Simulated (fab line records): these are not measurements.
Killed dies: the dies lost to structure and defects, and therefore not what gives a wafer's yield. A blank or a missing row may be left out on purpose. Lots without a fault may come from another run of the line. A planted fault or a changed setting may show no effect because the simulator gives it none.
Matching of chambers | flow n5-finfet | 3 sister chambers for N5_BEOL_M7_CURE_74 on uv-cure-01
The step cures SiCOH lowk, time 240 s. 3 wafers are shown with their chamber, then 10 later ones without.

EACH WAFER AND ITS CHAMBER
wafer  | chamber | wafer_temp_C_max
L080.5 | 2       | 385.8
L084.6 | 0       | 387.2
L086.3 | 1       | 386.6

WAFERS WHOSE CHAMBER IS MISSING
wafer  | wafer_temp_C_max
L086.5 | 386.6
L090.2 | 386.9
L090.3 | 387.1
L090.5 | 386.9
L093.3 | 387.3
L093.4 | 388.0
L093.6 | 387.9
L096.2 | 386.3
L096.4 | 386.8
L096.6 | 386.7

EACH ONE'S CHAMBER
wafer  | from the rows above          | in truth
L086.5 | can't be placed: 1 or 0      | 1
L090.2 | can't be placed: 1 or 0      | 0
L090.3 | can't be placed: 0 or 1      | 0
L090.5 | can't be placed: 1 or 0      | 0
L093.3 | can't be placed: 0 or 1      | 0
L093.4 | can't be placed: 0 or 1      | 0
L093.6 | can't be placed: 0 or 1      | 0
L096.2 | can't be placed: 1 or 2 or 0 | 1
L096.4 | can't be placed: 1 or 0      | 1
L096.6 | can't be placed: 1 or 0      | 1
0 of 10 placed correctly. Cannot be placed on the basis of these rows: 10; the candidates contain the true chamber in 10. Wrongly placed: 0.
How it was worked out, from the rows above alone: a wafer's distance from a chamber is the root of the sum, over the readings, of the square of ((its reading less the chamber's mean) divided by the reading's scatter). If the next closest chamber is less than 2 further off than the closest, the wafer can't be placed; otherwise it belongs to the closest. The mean given for a chamber averages the wafers shown for that chamber. The scatter: root of mean squared gap, hidden wafer to nearest shown wafer, with one shown wafer a chamber.
